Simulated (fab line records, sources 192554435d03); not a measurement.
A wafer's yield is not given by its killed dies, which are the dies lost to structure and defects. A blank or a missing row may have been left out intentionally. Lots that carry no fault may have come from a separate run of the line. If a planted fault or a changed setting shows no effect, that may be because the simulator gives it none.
What tool caused it?	flow n5_finfet	12 lots with 36 wafers sampled at 4 steps, on a route of 1938 steps

## WHAT THE GAUGES SHOWED, per wafer
N5_BEOL_M12_THK_MEAS_50: measures by xrf.
lot	measured	on	M12_THK (nm)
L075	day 11 07:48	film_metro-02	317 325 329
L077	day 11 12:30	film_metro-02	321 328 328
L080	day 12 06:15	film_metro-01	309 318 309
L081	day 12 19:47	film_metro-02	311 315 316
L084	day 13 12:08	film_metro-01	311 319 309
L085	day 14 00:37	film_metro-02	307 308 310
L087	day 14 20:44	film_metro-02	317 319 313
L088	day 15 14:34	film_metro-01	317 317 315
L090	day 15 23:49	film_metro-01	318 313 319
L092	day 16 07:15	film_metro-01	308 329 312
L095	day 16 14:26	film_metro-02	317 314 321
L096	day 17 11:03	film_metro-02	319 318 321

## WHICH TOOL RAN EACH LOT (tool, then ch and the chambers of the sampled wafers, then the start)
lot	N5_BEOL_M12_STRIP_64	N5_BEOL_M12_DEGAS_41	N5_BEOL_M12_SPUTTER_43
L075	plasma_asher-01 ch 0,1, day 11 01:28	pvd_sputter-02, day 11 06:34	pvd_sputter-02, day 11 06:39
L077	plasma_asher-01 ch 0,1, day 11 09:16	pvd_sputter-03, day 11 11:24	pvd_sputter-03, day 11 11:29
L080	plasma_asher-02 ch 0,1, day 11 21:19	pvd_sputter-03, day 12 00:52	pvd_sputter-03, day 12 00:57
L081	plasma_asher-02 ch 0,1, day 12 12:28	pvd_sputter-03, day 12 15:31	pvd_sputter-03, day 12 15:36
L084	plasma_asher-02 ch 0,1, day 13 07:02	pvd_sputter-01, day 13 10:41	pvd_sputter-01, day 13 10:46
L085	plasma_asher-01 ch 1, day 13 14:48	pvd_sputter-01, day 13 20:11	pvd_sputter-01, day 13 20:16
L087	plasma_asher-02 ch 0,1, day 14 16:23	pvd_sputter-01, day 14 19:35	pvd_sputter-01, day 14 19:40
L088	plasma_asher-01 ch 0,1, day 15 11:41	pvd_sputter-02, day 15 13:23	pvd_sputter-02, day 15 13:28
L090	plasma_asher-02 ch 1, day 15 20:07	pvd_sputter-02, day 15 22:33	pvd_sputter-02, day 15 22:38
L092	plasma_asher-02 ch 0,1, day 15 21:53	pvd_sputter-01, day 16 06:05	pvd_sputter-01, day 16 06:10
L095	plasma_asher-01 ch 0,1, day 16 10:43	pvd_sputter-02, day 16 13:21	pvd_sputter-02, day 16 13:26
L096	plasma_asher-02 ch 0,1, day 17 03:31	pvd_sputter-03, day 17 09:45	pvd_sputter-03, day 17 09:50
- N5_BEOL_M12_STRIP_64: strips in N2/H2.
- N5_BEOL_M12_DEGAS_41: time 60 s.
- N5_BEOL_M12_SPUTTER_43: material TaN, target thk 15 nm, time 24.19 s.

## THE ANSWER, worked out from the rows above alone
Rule: the lots themselves supply what counts as usual. The widest of any qualifying gaps counts: lots, ordered by their means at a reading, are off when they make up no more than a third of the lots, leave a main group of 4 or more, and stand apart from it by 3 or more times the standard deviation of that group's means. A main group is skipped when, at the precision printed for the reading in the tables above, its means are all equal. Also off: a lot with no number at a reading for which 4 or more lots have one. Where the step has rows for the other lots, those lots are counted as sound.
Nothing can be told from this: no lot is off at any reading shown.

## WHAT WAS PUT IN BY THE SIMULATOR
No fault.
